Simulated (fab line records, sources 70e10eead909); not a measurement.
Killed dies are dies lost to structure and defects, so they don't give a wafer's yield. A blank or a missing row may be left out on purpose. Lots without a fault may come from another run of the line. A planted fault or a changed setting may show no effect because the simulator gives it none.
Which tool did it? | flow nand_harc | 12 lots, 36 wafers sampled, at 1 step of a route of 1302

WHAT THE GAUGES READ, wafer by wafer
NHARC_P_M0_OVL_MEAS_10: pitch 180 nm.
lot  | measured     | on         | overlay_x_nm (nm)
L075 | day 6 13:19  | overlay-01 | 1.4 0.8 1.1
L077 | day 7 10:47  | overlay-01 | 0.6 0.6 0.8
L079 | day 8 01:22  | overlay-01 | 0.2 -0.2 0.4
L081 | day 8 20:00  | overlay-01 | -0.5 -0.1 -0.6
L083 | day 9 19:33  | overlay-02 | 0.3 0.6 -0.2
L085 | day 10 16:22 | overlay-02 | -0.6 -0.2 -1.3
L087 | day 11 12:19 | overlay-02 | 1.4 1.3 1.6
L089 | day 12 11:22 | overlay-01 | -0.1 -0.4 -0.9
L091 | day 13 03:07 | overlay-01 | 0.1 0.2 -0.5
L093 | day 14 05:05 | overlay-01 | -0.6 -0.7 -1.2
L095 | day 15 14:50 | overlay-02 | -0.1 0.2 0.0
L097 | day 16 01:15 | overlay-01 | 0.1 -0.6 -0.6

WHICH TOOL RAN EACH LOT (tool, then ch and the chambers of the sampled wafers, then the start)
The record holds no process step before these readings.

THE ANSWER, worked out from the rows above alone
Rule: what is usual is taken from the lots themselves. Put in order of their means at a reading, lots are off if they are a third of the lots or fewer, leave a main group of 4 or more, and stand apart from it by a gap of 3 or more times the standard deviation of the main group's means; of several such gaps the widest counts. A main group whose means are all the same, to the digits that the tables above print for the reading, isn't used. A lot without any number at a reading at which 4 lots or more have one is off too. The other lots that the step has rows for count as sound.
No lot is off at any reading shown: from this, nothing can be told.

WHAT THE SIMULATOR HAD PUT IN
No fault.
